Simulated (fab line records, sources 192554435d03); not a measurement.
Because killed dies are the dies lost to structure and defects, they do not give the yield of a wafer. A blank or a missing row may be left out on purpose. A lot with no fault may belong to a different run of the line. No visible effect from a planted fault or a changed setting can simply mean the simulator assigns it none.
fab line records	flow n5_finfet
[record] lots = 6	wafers = 18	last_day = 17
route steps=1938 shown SDB@357 PASSIVATION@1936
lots that met no fault: from a run of the same line without faults
start_h: hours from the record's first day to the start of the lot's first wafer shown	wait_h: time in hours since the lot's previous step	" same as the row above	L1.1+2: several wafers, shown together as one row	- no value, or no start given	* or withheld: withheld	< > ~ a bound
route shown NAME@n: a module of which the file shows steps, and the number in the route of the first	usual: mean/standard deviation of fault-free wafers	same: alike in all rows	chamber/n: place in a boat	sites: the reading at each site	_std_site: standard deviation of those values	_edge_site: the outer-site mean with the inner-site mean subtracted	radius_mm: how far each site lies from the wafer's centre	mask NAME#n: copy n	behind: the last tool/chamber to shape the wafer	hold: the reason the lot was held/the length of the hold in hours/how it ended	device: names the non-switching transistor (n, p or np)	end of line: the same wafers' tests at the end of the route	step lacking rows: just its recipe	killed: count of dies lost to structure and defects at first sort (not the wafer's yield)	map: dies across one wafer; x = killed, . = not, _ = none there
set.NAME: the setting as run; set.NAME@STEP: as run at that earlier step	model.NAME: the simulator's own value behind a step, which no gauge read
certain route steps with their lots: each step a table, each wafer a row
services: a tool's chamber out of use, with start hour (start_h, from the record's first day; less than 0 if before it), hours out, and reason
[[steps]]
[step N5_SDB_OVL_MEAS_12]
[recipe] points_per_wafer = 44
[usual] SDB_OVL = 0.2/0.53
[same] points_per_wafer = 44
lot.wafer	tool	chamber	start_h	wait_h	SDB_OVL[nm]
L779.2	overlay-02	0	98.34	0.0	-0.2
L779.3	"	0	"	"	0.6
L779.4	"	0	"	"	0.6
L783.3	overlay-02	0	119.72	0.0	-0.2
L783.5	"	0	"	"	0.1
L783.6	"	0	"	"	-0.7
L788.2	overlay-01	0	148.65	0.0	0.9
L788.5	"	0	"	"	-0.4
L788.6	"	0	"	"	-0.6
L789.1	overlay-02	0	156.68	0.0	0.4
L789.2	"	0	"	"	-0.1
L789.4	"	0	"	"	0.5
L790.1	overlay-02	0	162.52	0.0	0.7
L790.3	"	0	"	"	0.6
L790.4	"	0	"	"	0.6
L796.1	overlay-02	0	201.89	0.0	-0.2
L796.3	"	0	"	"	0.1
L796.6	"	0	"	"	-0.4
[step N5_SDB_INSPECT_13]
[recipe] mode = adi	inspect_instrument = brightfield
[usual] raw_defect_count = 64/27
lot.wafer	tool	chamber	start_h	wait_h	raw_defect_count
L779.2	defect_inspect-02	-	98.36	0.0	50
L779.3	"	-	"	"	45
L779.4	"	-	"	"	60
L783.3	defect_inspect-02	-	119.75	0.0	56
L783.5	"	-	"	"	75
L783.6	"	-	"	"	79
L788.2	defect_inspect-01	-	148.67	0.0	28
L788.5	"	-	"	"	42
L788.6	"	-	"	"	62
L789.1	defect_inspect-02	-	156.71	0.0	40
L789.2	"	-	"	"	40
L789.4	"	-	"	"	44
L790.1	defect_inspect-02	-	162.54	0.0	45
L790.3	"	-	"	"	59
L790.4	"	-	"	"	93
L796.1	defect_inspect-01	-	201.91	0.0	26
L796.3	"	-	"	"	21
L796.6	"	-	"	"	50
[step N5_SDB_DESCUM_16]
[recipe] chemistry = O2	time_s = 7.9	source_power_w = 50	bias_power_w = 20	pressure_mtorr = 20	rf_frequency_hz = 2.712e+07	temp_c = 40	resist = CAR-ArF	o2_flow_sccm = 225
[step N5_SDB_ETCH_17]
[recipe] chemistry = CF4	target = SiARC	target_depth_a = 234	mask_material = CAR-ArF	time_s = 39	ion_energy_ev = 80	pressure_mtorr = 40	source_w = 545	bias_w = 36	Ar_flow_sccm = 100	cf4_flow_sccm = 100	ends = cleared
[step N5_SDB_ETCH_18]
[recipe] chemistry = N2/H2	target = SOC	target_depth_a = 1000	overetch_a = 200	mask_material = SiARC	temp_c = 40	time_s = 150	ion_energy_ev = 200	pressure_mtorr = 30	source_w = 840	bias_w = 150	n2_flow_sccm = 200	h2_flow_sccm = 200
[usual] chamber_pressure_mTorr = 30.001/0.027	drypump_motor_current_A = 5.6/0.56	oes_product_au = 0.73/0.081	rf_vpp_V = 524.1/2.1	showerhead_plenum_p_Torr = 2.55/0.073	throttle_valve_pct = 17.81/0.23
lot.wafer	tool	chamber	start_h	wait_h	chamber_pressure_mTorr	drypump_motor_current_A	oes_product_au	rf_hours_counter_h	rf_vpp_V	showerhead_plenum_p_Torr	throttle_valve_pct
L779.2	rie_diel-02	0	98.90	0.0	29.971	5.0	0.61	226	520.6	2.41	18.08
L779.3	"	3	"	"	29.974	5.9	0.84	13	528.7	2.71	17.56
L779.4	"	0	"	"	29.975	5.0	0.62	-	519.6	2.41	18.06
L783.3	rie_diel-06	0	119.96	0.0	30.003	5.8	0.65	183	522.9	2.53	17.81
L783.5	"	2	"	"	29.955	6.1	0.80	-	522.0	2.49	17.71
L783.6	"	0	"	"	29.996	5.8	0.65	-	523.3	2.53	17.81
L788.2	rie_diel-04	2	148.78	0.0	30.028	5.1	0.81	33	525.2	2.58	17.49
L788.5	"	0	"	"	29.978	6.3	0.76	-	524.1	2.59	17.24
L788.6	"	1	"	"	30.029	5.5	0.65	-	523.4	2.53	18.01
L789.1	rie_diel-06	0	157.04	0.0	29.996	5.8	0.64	196	523.2	2.52	17.84
L789.2	"	1	"	"	30.038	5.3	0.82	9	525.6	2.60	17.72
L789.4	"	2	"	"	30.035	6.1	0.78	33	522.2	2.49	17.72
L790.1	rie_diel-06	3	162.70	0.0	30.019	5.0	0.65	218	524.0	2.53	18.10
L790.3	"	2	"	"	29.954	6.1	0.78	35	524.0	2.49	17.74
L790.4	"	0	"	"	29.958	5.8	0.65	198	522.4	2.52	17.85
L796.1	rie_diel-02	1	202.04	0.0	29.992	6.7	0.81	34	522.5	2.49	17.67
L796.3	"	3	"	"	30.024	5.9	0.77	50	527.5	2.70	17.63
L796.6	"	2	"	"	30.039	5.0	0.70	-	523.9	2.56	18.07
[step N5_SDB_STRIP_19]
[recipe] chemistry = N2/H2	temp_c = 40	n2_flow_sccm = 200	h2_flow_sccm = 200	rf_frequency_hz = 6e+07
[step N5_SDB_STRIP_21]
[recipe] chemistry = CF4	resist = SiARC	power_w = 300	bias_power_w = 75	pressure_mtorr = 50	cf4_flow_sccm = 150	rf_frequency_hz = 6e+07
[usual] chamber_pressure_mTorr = 50.01/0.043	drypump_motor_current_A = 5.6/0.57	oes_product_au = 0.81/0.09	rf_vpp_V = 271.2/1.4	showerhead_plenum_p_Torr = 1.80/0.05	throttle_valve_pct = 13.51/0.24
lot.wafer	tool	chamber	start_h	wait_h	chamber_pressure_mTorr	drypump_motor_current_A	oes_product_au	rf_hours_counter_h	rf_vpp_V	showerhead_plenum_p_Torr	throttle_valve_pct
L779.2	rie_diel-02	0	99.03	0.0	49.99	5.0	0.68	226	269.1	1.70	13.86
L779.3	"	3	"	"	50.06	5.9	0.93	13	274.5	1.91	13.23
L779.4	"	0	"	"	50.03	5.0	0.68	-	270.2	1.70	13.85
L783.3	rie_diel-06	0	120.10	0.0	50.00	5.8	0.72	183	270.3	1.78	13.58
L783.5	"	2	"	"	50.02	6.1	0.89	-	270.4	1.75	13.35
L783.6	"	0	"	"	50.01	5.8	0.72	-	270.3	1.78	13.59
L788.2	rie_diel-04	2	148.92	0.0	49.99	5.2	0.90	33	271.2	1.83	13.23
L788.5	"	0	"	"	50.01	6.2	0.83	-	272.1	1.82	13.08
L788.6	"	1	"	"	49.99	5.5	0.72	-	269.9	1.77	13.69
L789.1	rie_diel-06	0	157.18	0.0	50.06	5.8	0.71	196	270.0	1.78	13.62
L789.2	"	1	"	"	49.99	5.3	0.91	9	271.8	1.83	13.44
L789.4	"	2	"	"	49.95	6.1	0.86	33	270.1	1.75	13.36
L790.1	rie_diel-06	3	162.83	0.0	50.05	5.0	0.71	218	270.8	1.78	13.82
L790.3	"	2	"	"	50.01	6.1	0.85	35	271.0	1.75	13.39
L790.4	"	0	"	"	50.06	5.8	0.71	198	273.0	1.78	13.63
L796.1	rie_diel-02	1	202.17	0.0	50.02	6.7	0.89	35	270.4	1.75	13.32
L796.3	"	3	"	"	49.95	5.9	0.86	50	273.2	1.90	13.33
L796.6	"	2	"	"	50.01	4.9	0.78	-	271.0	1.81	13.75
[step N5_SDB_HM_OPEN_20]
[recipe] chemistry = CH3F/O2	target = SiNx	mask_material = SOC	target_depth_a = 240	stop_on = poly-Si	over_etch_frac = 0.4	ion_energy_ev = 120	pressure_mtorr = 30	source_w = 395	bias_w = 73	Ar_flow_sccm = 150	CH3F_flow_sccm = 30	O2_flow_sccm = 20
[usual] chamber_pressure_mTorr = 30.001/0.027	drypump_motor_current_A = 5.6/0.57	oes_ar_750_au = 0.82/0.09	oes_product_au = 0.67/0.076	rf_vpp_V = 296.2/2.9	showerhead_plenum_p_Torr = 2.01/0.058	throttle_valve_pct = 16.28/0.22
lot.wafer	tool	chamber	start_h	wait_h	chamber_pressure_mTorr	drypump_motor_current_A	oes_ar_750_au	oes_product_au	rf_hours_counter_h	rf_vpp_V	showerhead_plenum_p_Torr	throttle_valve_pct
L779.2	rie_diel-02	0	99.05	0.0	29.983	5.0	0.69	0.57	226	292.8	1.90	16.62
L779.3	"	3	"	"	30.029	5.9	0.94	0.76	13	301.6	2.13	15.99
L779.4	"	0	"	"	30.005	5.0	0.69	0.57	-	292.3	1.90	16.63
L783.3	rie_diel-06	0	120.12	0.0	30.004	5.8	0.73	0.60	183	294.7	1.99	16.34
L783.5	"	2	"	"	29.996	6.1	0.88	0.72	-	297.0	1.96	16.20
L783.6	"	0	"	"	30.009	5.8	0.73	0.60	-	295.7	1.99	16.33
L788.2	rie_diel-04	2	148.94	0.0	30.008	5.2	0.92	0.75	33	296.6	2.04	16.05
L788.5	"	0	"	"	30.040	6.2	0.85	0.71	-	302.3	2.04	15.85
L788.6	"	1	"	"	30.002	5.5	0.73	0.61	-	294.3	1.98	16.44
L789.1	rie_diel-06	0	157.20	0.0	30.025	5.8	0.72	0.59	196	295.2	1.99	16.36
L789.2	"	1	"	"	30.010	5.3	0.92	0.75	9	298.6	2.05	16.24
L789.4	"	2	"	"	30.031	6.1	0.86	0.72	33	296.0	1.96	16.23
L790.1	rie_diel-06	3	162.85	0.0	29.996	5.0	0.73	0.59	218	293.3	1.98	16.51
L790.3	"	2	"	"	30.008	6.1	0.86	0.70	35	295.9	1.96	16.23
L790.4	"	0	"	"	30.018	5.8	0.72	0.60	198	296.4	1.99	16.35
L796.1	rie_diel-02	1	202.19	0.0	29.986	6.7	0.90	0.74	35	293.0	1.95	16.12
L796.3	"	3	"	"	29.992	5.9	0.88	0.72	50	299.8	2.11	16.07
L796.6	"	2	"	"	30.048	5.0	0.79	0.65	-	294.4	2.00	16.46
[step N5_SDB_STRIP_22]
[recipe] chemistry = N2/H2	power_w = 1000	temp_c = 250	h2_frac = 0.65	overash_fraction = 0.3	pressure_mtorr = withheld	n2_flow_sccm = 1750	h2_flow_sccm = 3250
[usual] drypump_motor_current_A = 6.2/0.4	heater_power_w = 337/21	oes_product_au = 0.715/0.0043	strip_time_to_endpoint_s = 96.4/0.33
lot.wafer	tool	chamber	start_h	wait_h	drypump_motor_current_A	heater_power_w	oes_product_au	rf_hours_counter_h	strip_time_to_endpoint_s
L779.2	plasma_asher-01	0	99.13	0.1	5.6	370	0.718	39	97.2
L779.3	"	1	"	"	6.5	335	0.716	-	96.3
L779.4	"	0	"	"	5.6	363	0.720	-	96.8
L783.3	plasma_asher-01	0	120.33	0.2	5.5	362	0.718	-	96.3
L783.5	"	1	"	"	6.5	338	0.714	-	96.4
L783.6	"	0	"	"	5.6	368	0.710	-	96.3
L788.2	plasma_asher-02	1	149.02	0.1	6.5	311	0.714	109	96.2
L788.5	"	1	"	"	6.5	306	0.716	-	96.5
L788.6	"	0	"	"	6.4	329	0.714	-	96.7
L789.1	plasma_asher-02	1	157.45	0.2	6.5	312	0.710	112	96.5
L789.2	"	0	"	"	6.4	324	0.719	112	96.4
L789.4	"	1	"	"	6.5	309	0.714	-	96.3
L790.1	plasma_asher-01	1	162.93	0.1	6.5	336	0.723	49	97.0
L790.3	"	1	"	"	6.5	335	0.710	-	96.6
L790.4	"	0	"	"	5.6	372	0.709	-	96.4
L796.1	plasma_asher-01	1	202.27	0.1	6.5	341	0.708	56	95.8
L796.3	"	0	"	"	5.6	360	0.715	-	96.3
L796.6	"	0	"	"	5.6	368	0.714	-	96.3
[step N5_SDB_PRECLEAN_23]
[recipe] chemistry = dHF	time_s = 30	temp_c = 25	dilution = withheld
[step N5_SDB_DUMMY_REMOVE_24]
[recipe] chemistry = TMAH	temp_c = 70	target = poly-Si	stop_on = SiO2	target_depth_nm = 142	conc_wt_pct = 5	time_s = 57	dry = ipa_marangoni	rinse_time_s = 30	rinse_temp_c = 23
[step N5_SDB_ETCH_25]
[recipe] chemistry = C4F6/O2	target = SiO2	target_depth_a = 100	time_s = 3.3	ion_energy_ev = 250	mask_material = SiNx	pressure_mtorr = 30	source_w = 345	bias_w = 185	Ar_flow_sccm = 300	C4F6_flow_sccm = 10	O2_flow_sccm = 10
[usual] chamber_pressure_mTorr = 29.999/0.028	drypump_motor_current_A = 5.6/0.56	oes_ar_750_au = 0.82/0.087	oes_product_au = 0.82/0.094	rf_vpp_V = 664/6.7	showerhead_plenum_p_Torr = 2.86/0.076	throttle_valve_pct = 21.11/0.2
lot.wafer	tool	chamber	start_h	wait_h	chamber_pressure_mTorr	drypump_motor_current_A	oes_ar_750_au	oes_product_au	rf_hours_counter_h	rf_vpp_V	showerhead_plenum_p_Torr	throttle_valve_pct
L779.2	rie_diel-02	0	99.36	0.0	29.981	5.0	0.69	0.67	226	655	2.71	21.45
L779.3	"	2	"	"	30.012	5.0	0.83	0.82	75	660	2.87	21.25
L779.4	"	2	"	"	29.977	5.0	0.82	0.82	-	661	2.87	21.26
L783.3	rie_diel-04	1	120.51	0.0	29.941	5.5	0.73	0.73	180	659	2.82	21.21
L783.5	"	2	"	"	29.991	5.2	0.93	0.95	-	663	2.91	20.92
L783.6	"	1	"	"	29.954	5.5	0.74	0.73	-	659	2.82	21.22
L788.2	rie_diel-06	0	149.23	0.0	29.993	5.8	0.72	0.73	194	661	2.83	21.14
L788.5	"	3	"	"	30.003	5.0	0.72	0.73	-	658	2.82	21.31
L788.6	"	2	"	"	29.982	6.1	0.86	0.88	-	663	2.79	21.10
L789.1	rie_diel-04	3	158.00	0.4	29.964	5.5	0.80	0.80	105	672	2.87	21.21
L789.2	"	0	"	"	30.000	6.3	0.85	0.85	48	674	2.91	20.70
L789.4	"	2	"	"	29.997	5.1	0.92	0.91	36	664	2.90	20.94
L790.1	rie_diel-04	1	163.34	0.2	30.061	5.5	0.72	0.72	194	660	2.82	21.23
L790.3	"	0	"	"	29.981	6.2	0.85	0.85	50	674	2.91	20.73
L790.4	"	2	"	"	29.998	5.1	0.91	0.92	38	664	2.90	20.94
L796.1	rie_diel-02	3	203.53	1.1	29.935	5.9	0.86	0.89	51	674	3.00	20.92
L796.3	"	2	"	"	29.953	4.9	0.79	0.78	114	659	2.85	21.32
L796.6	"	3	"	"	30.016	5.9	0.87	0.88	-	674	3.00	20.90
[step N5_SDB_CUT_ETCH_26]
[recipe] chemistry = HBr/Cl2/O2	target = Si	target_depth_a = 1296	bt_time_s = 20	mask_material = SiNx	time_s = 51.8	ion_energy_ev = *	bias_w = *	pressure_mtorr = 10	icp_w = 800	HBr_flow_sccm = 150	Cl2_flow_sccm = 80	O2_flow_sccm = 12
[usual] HBr_flow_sccm = 150.1/0.47	chamber_pressure_mTorr = 10.001/0.0088	drypump_motor_current_A = 5.6/0.46	oes_product_au = 1.012/0.015	throttle_valve_pct = 37.10/0.24
[same] bt_time_s = 20
lot.wafer	tool	chamber	start_h	wait_h	HBr_flow_sccm	chamber_pressure_mTorr	drypump_motor_current_A	oes_product_au	rf_hours_counter_h	throttle_valve_pct	model.etch.depth_nm	model.SDB.feature_depth_nm	model.SiNx_of_SDB_HM_DEP_00.thk_nm
L779.2	rie_si-04	3	99.44	0.1	150.1	10.010	5.2	1.019	26	37.42	129	129	22.6
L779.3	"	0	"	"	150.1	10.000	5.2	1.022	37	37.11	129.5	129.4	21.2
L779.4	"	2	"	"	149.6	10.000	5.6	1.016	141	36.97	130.2	130.2	22.2
L783.3	rie_si-03	0	120.59	0.1	150.1	10.000	5.8	1.007	193	37.21	131.5	131.6	21.4
L783.5	"	2	"	"	150.3	9.985	5.8	0.989	-	37.22	130.8	130.8	21.6
L783.6	"	1	"	"	149.4	10.004	5.9	1.002	-	36.73	129.1	129.2	22
L788.2	rie_si-04	3	149.32	0.1	150.9	10.004	5.2	1.048	27	37.41	214.4	214.4	11.8
L788.5	"	3	"	"	151.3	10.012	5.2	1.027	-	37.42	130	130	22.8
L788.6	"	2	"	"	150.2	10.002	5.6	1.022	-	36.97	130.6	130.6	23
L789.1	rie_si-04	3	158.08	0.1	150.2	9.998	5.1	1.027	28	37.39	131.8	131.8	21.8
L789.2	"	1	"	"	150.4	10.004	5.6	1.039	51	36.94	218.4	218.4	10.2
L789.4	"	2	"	"	149.2	9.998	5.6	1.011	142	36.98	130.9	131	22.4
L790.1	rie_si-01	0	163.42	0.1	150.4	10.005	5.4	0.985	99	36.69	128.7	128.8	21.8
L790.3	"	1	"	"	150.5	9.993	6.3	1.005	134	37.49	131.4	131.4	21.8
L790.4	"	2	"	"	149.1	10.008	6.3	0.973	14	37.29	129.6	129.6	22.6
L796.1	rie_si-01	0	203.61	0.1	150.3	9.988	5.4	0.982	100	36.68	129.9	130	21.6
L796.3	"	2	"	"	150.4	9.998	6.3	0.985	15	37.27	130.2	130.2	22.2
L796.6	"	0	"	"	150.4	9.993	5.4	0.988	-	36.70	130	130	23
[step N5_SDB_PRECLEAN_38]
[recipe] chemistry = dHF	time_s = 10	dilution = 750:1	temp_c = 25
lot.wafer	tool	chamber	start_h	wait_h	model.SiNx_of_SDB_HM_DEP_00.thk_nm
L779.2	wet_bench-06	1	99.56	0.1	22.4
L779.3	"	0	"	"	21.2
L779.4	"	3	"	"	22.2
L783.3	wet_bench-05	1	120.71	0.1	21.4
L783.5	"	6	"	"	21.6
L783.6	"	5	"	"	21.8
L788.2	wet_bench-05	0	149.44	0.1	11.6
L788.5	"	1	"	"	22.8
L788.6	"	4	"	"	23
L789.1	wet_bench-05	2	158.20	0.1	21.8
L789.2	"	5	"	"	10.2
L789.4	"	3	"	"	22.2
L790.1	wet_bench-01	3	163.54	0.1	21.8
L790.3	"	2	"	"	21.6
L790.4	"	1	"	"	22.4
L796.1	wet_bench-05	2	203.73	0.1	21.6
L796.3	"	4	"	"	22
L796.6	"	5	"	"	23
[step N5_SDB_PRECLEAN_39]
[recipe] chemistry = O3/DIW	time_s = 45	temp_c = 22	o3_ppm = 10
[step N5_PASSIVATION_PROBE_49]
[usual] killed_at_M0_to_M3 = 33/8.9	killed_at_M4_up = 15/5.4	killed_at_contacts = 13/5.8	killed_at_front_end = 39/9.9	killed_at_other = 3.2/2.9	killed_dies = 102/15	killed_open = 68/12	killed_short = 34/7.6
[same] gross_dies = 1180	killed_at_back_side = 0
lot.wafer	tool	chamber	start_h	wait_h	killed_at_M0_to_M3	killed_at_M4_up	killed_at_contacts	killed_at_front_end	killed_at_other	killed_dies	killed_open	killed_short
L779.2	prober-02	-	301.09	0.1	37	25	8	38	6	114	66	48
L779.3	prober-02	-	301.14	0.1	36	28	8	36	1	109	84	25
L779.4	prober-02	-	301.19	0.2	43	21	0	39	4	107	80	27
L783.3	prober-01	-	331.66	0.1	24	17	9	50	3	103	52	50
L783.5	prober-01	-	331.76	0.2	36	13	14	49	2	114	78	36
L783.6	prober-01	-	331.81	0.3	30	25	14	58	0	127	87	40
L788.2	prober-02	-	357.25	0.1	34	16	8	37	4	99	53	44
L788.5	prober-02	-	357.40	0.2	20	19	6	35	10	90	50	40
L788.6	prober-02	-	357.45	0.3	24	19	6	34	2	85	50	35
L789.1	prober-02	-	360.21	0.0	39	25	5	61	0	130	69	61
L789.2	prober-02	-	360.26	0.1	30	16	9	47	1	103	61	40
L789.4	prober-02	-	360.36	0.2	32	19	13	46	0	110	75	35
L790.1	prober-02	-	374.07	0.0	27	14	14	37	0	92	67	24
L790.3	prober-02	-	374.17	0.1	32	15	10	50	2	109	69	38
L790.4	prober-02	-	374.22	0.2	24	6	14	42	1	87	56	31
L796.1	prober-02	-	402.08	0.0	43	9	19	46	5	122	87	35
L796.3	prober-02	-	402.18	0.1	39	7	14	48	2	110	69	41
L796.6	prober-02	-	402.33	0.3	40	8	27	69	3	147	109	38
// killed by level:class
L779.2 BEOL_M0_SAQP:geometric_particle:short=14 FIN_SAQP:geometric_particle:open=10 BEOL_M0_SAQP:geometric_particle:open=9 BEOL_M4:geometric_particle:open=8 MOL_CONTACT_COAG:geometric_particle:open=7 BEOL_M4:geometric_particle:short=7 FIN_SAQP:geometric_particle:short=5 BEOL_M2:geometric_particle:short=4
L779.3 BEOL_M4:geometric_particle:open=21 FIN_SAQP:geometric_particle:open=12 BEOL_M1:geometric_particle:open=11 BEOL_M2:geometric_particle:open=10 FIN_SAQP:geometric_particle:short=6 BEOL_M3:geometric_particle:open=6 MOL_CONTACT_COAG:geometric_particle:open=5 BEOL_M0_SAQP:geometric_particle:short=4
L779.4 FIN_SAQP:geometric_particle:open=15 BEOL_M3:geometric_particle:open=13 BEOL_M4:geometric_particle:open=12 BEOL_M0_SAQP:geometric_particle:short=9 BEOL_M0_SAQP:geometric_particle:open=7 BEOL_M2:geometric_particle:open=7 FIN_SAQP:geometric_particle:short=6 DUMMY_GATE:geometric_particle:open=6
L783.3 GATE_CUT:geometric_particle:short=12 FIN_SAQP:geometric_particle:short=10 FIN_SAQP:geometric_particle:open=7 STI_FIN_REVEAL:geometric_particle:open=6 BEOL_M0_SAQP:geometric_particle:open=6 BEOL_M5:geometric_particle:open=6 MOL_CONTACT_COAG:geometric_particle:short=5 BEOL_M0_SAQP:geometric_particle:short=5
L783.5 STI_FIN_REVEAL:geometric_particle:open=16 MOL_CONTACT_COAG:geometric_particle:open=10 BEOL_M3:geometric_particle:open=9 FIN_SAQP:geometric_particle:open=7 STI_FIN_REVEAL:geometric_particle:short=7 FIN_SAQP:geometric_particle:short=6 BEOL_M4:geometric_particle:open=6 BEOL_M0_SAQP:geometric_particle:short=5
L783.6 STI_FIN_REVEAL:geometric_particle:open=14 BEOL_M4:geometric_particle:open=13 FIN_SAQP:geometric_particle:short=11 MOL_CONTACT_COAG:geometric_particle:open=10 DUMMY_GATE:geometric_particle:open=8 BEOL_M3:geometric_particle:open=5 BEOL_M1:geometric_particle:short=5 GATE_CUT:geometric_particle:short=5
L788.2 BEOL_M0_SAQP:geometric_particle:short=11 FIN_SAQP:geometric_particle:short=8 MOL_CONTACT_COAG:geometric_particle:open=7 GATE_CUT:geometric_particle:short=6 BEOL_M4:geometric_particle:open=6 GATE_CUT:geometric_particle:open=5 STI_FIN_REVEAL:geometric_particle:open=4 BEOL_M0_SAQP:geometric_particle:open=4
L788.5 GATE_CUT:geometric_particle:short=7 MOL_CONTACT_COAG:geometric_particle:open=6 BEOL_M1:geometric_particle:short=6 BEOL_M4:geometric_particle:open=6 BEOL_M0_SAQP:geometric_particle:short=5 FIN_SAQP:geometric_particle:open=4 FIN_SAQP:geometric_particle:short=4 STI_FIN_REVEAL:geometric_particle:open=4
L788.6 GATE_CUT:geometric_particle:short=7 GATE_CUT:geometric_particle:open=7 BEOL_M0_SAQP:geometric_particle:short=7 BEOL_M0_SAQP:geometric_particle:open=5 BEOL_M4:geometric_particle:open=5 BEOL_M5:geometric_particle:open=5 FIN_SAQP:geometric_particle:short=4 BEOL_M0:geometric_particle:open=4
L789.1 FIN_SAQP:geometric_particle:short=25 BEOL_M4:geometric_particle:open=17 STI_FIN_REVEAL:geometric_particle:open=11 BEOL_M0_SAQP:geometric_particle:short=10 BEOL_M1:geometric_particle:open=10 FIN_SAQP:geometric_particle:open=7 BEOL_M0_SAQP:geometric_particle:open=6 BEOL_M0:geometric_particle:open=6
L789.2 FIN_SAQP:geometric_particle:short=13 GATE_CUT:geometric_particle:short=12 FIN_SAQP:geometric_particle:open=10 BEOL_M0_SAQP:geometric_particle:open=9 BEOL_M0_SAQP:geometric_particle:short=8 MOL_CONTACT_COAG:geometric_particle:open=6 GATE_CUT:geometric_particle:open=5 BEOL_M3:geometric_particle:open=5
L789.4 STI_FIN_REVEAL:geometric_particle:open=13 MOL_CONTACT_COAG:geometric_particle:open=10 BEOL_M4:geometric_particle:open=10 BEOL_M2:geometric_particle:open=9 FIN_SAQP:geometric_particle:open=8 FIN_SAQP:geometric_particle:short=7 BEOL_M1:geometric_particle:open=6 BEOL_M0_SAQP:geometric_particle:open=6
L790.1 MOL_CONTACT_COAG:geometric_particle:open=13 DUMMY_GATE:geometric_particle:open=8 BEOL_M3:geometric_particle:open=8 STI_FIN_REVEAL:geometric_particle:open=7 BEOL_M0_SAQP:geometric_particle:open=6 FIN_SAQP:geometric_particle:open=5 FIN_SAQP:geometric_particle:short=4 BEOL_M5:geometric_particle:open=4
L790.3 STI_FIN_REVEAL:geometric_particle:open=17 BEOL_M0_SAQP:geometric_particle:short=12 FIN_SAQP:geometric_particle:open=9 BEOL_M0_SAQP:geometric_particle:open=8 FIN_SAQP:geometric_particle:short=6 DUMMY_GATE:geometric_particle:open=6 MOL_CONTACT_COAG:geometric_particle:open=6 BEOL_M3:geometric_particle:open=5
L790.4 FIN_SAQP:geometric_particle:open=11 FIN_SAQP:geometric_particle:short=10 STI_FIN_REVEAL:geometric_particle:open=10 MOL_CONTACT_COAG:geometric_particle:open=10 BEOL_M3:geometric_particle:open=6 BEOL_M0_SAQP:geometric_particle:open=5 BEOL_M1:geometric_particle:open=5 BEOL_M3:geometric_particle:short=4
L796.1 STI_FIN_REVEAL:geometric_particle:open=19 MOL_CONTACT_COAG:geometric_particle:open=17 BEOL_M0_SAQP:geometric_particle:short=13 BEOL_M1:geometric_particle:open=8 BEOL_M0_SAQP:geometric_particle:open=7 FIN_SAQP:geometric_particle:short=5 BEOL_M2:geometric_particle:open=5 FIN_SAQP:geometric_particle:open=4
L796.3 BEOL_M0_SAQP:geometric_particle:open=16 MOL_CONTACT_COAG:geometric_particle:open=11 BEOL_M0_SAQP:geometric_particle:short=11 FIN_SAQP:geometric_particle:short=10 FIN_SAQP:geometric_particle:open=8 STI_FIN_REVEAL:geometric_particle:open=7 GATE_CUT:geometric_particle:open=6 DUMMY_GATE:geometric_particle:open=5
L796.6 MOL_CONTACT_COAG:geometric_particle:open=27 FIN_SAQP:geometric_particle:open=16 FIN_SAQP:geometric_particle:short=12 BEOL_M1:geometric_particle:open=10 STI_FIN_REVEAL:geometric_particle:open=9 BEOL_M0_SAQP:geometric_particle:open=9 STARTING-WAFER:geometric_particle:open=8 DUMMY_GATE:geometric_particle:open=7
[[services]]
tool	chamber	start_h	hours	kind
rie_diel-02	1	85.19	-	clean
rie_diel-02	1	85.19	-	consumable_replace:focus_ring
rie_diel-02	1	85.19	23.3	scheduled_down
rie_diel-02	1	85.19	23.3	vent_cycle
rie_diel-06	1	107.30	-	clean
rie_diel-06	1	107.30	-	consumable_replace:focus_ring
rie_diel-06	1	107.30	20.1	scheduled_down
rie_diel-06	1	107.30	20.1	vent_cycle
rie_diel-04	1	107.47	3.4	repair
plasma_asher-01	-	142.48	15.6	pm
rie_diel-06	-	153.59	1.2	repair
rie_diel-02	0	162.16	-	clean
rie_diel-02	0	162.16	-	consumable_replace:focus_ring
rie_diel-02	0	162.16	-	consumable_replace:showerhead
rie_diel-02	0	162.16	13.7	scheduled_down
rie_diel-02	0	162.16	13.7	vent_cycle
rie_si-03	0	162.76	-	clean
rie_si-03	0	162.76	21.1	scheduled_down
rie_si-03	0	162.76	21.1	vent_cycle
plasma_asher-02	-	169.97	4.1	repair
rie_diel-06	1	175.24	16.7	repair
rie_diel-02	3	196.56	2.4	repair
[[key]]
first_sign none at tools or gauges
[model_effect] step = N5_SDB_CUT_ETCH_26	value = etch.depth_nm	without = 131.2	struck = 216.4
[model_effect] step = N5_SDB_PRECLEAN_38	value = SiNx_of_SDB_HM_DEP_00.thk_nm	without = 21.6	struck = 10.9
met_at N5_SDB_CUT_ETCH_26
struck_wafers L788.2,L789.2
tester_left_out L788,L789
onset_between 99.44 149.32
[fault] kind = process_parameter_drift	tool = rie_si-04	chamber = -	onset_h = 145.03	steps = N5_SDB_CUT_ETCH_26	channel = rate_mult	offset = 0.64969	shape = step	end_h = 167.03	scope = struck_wafers_only
// tester_left_out: of these lots the tester's yield and bins aren't shown, on N5 and GAA mostly nor the transistor test; their killed dies are dies lost to structure and defects alone, not to doping, threshold or leakage, so they don't give the yield
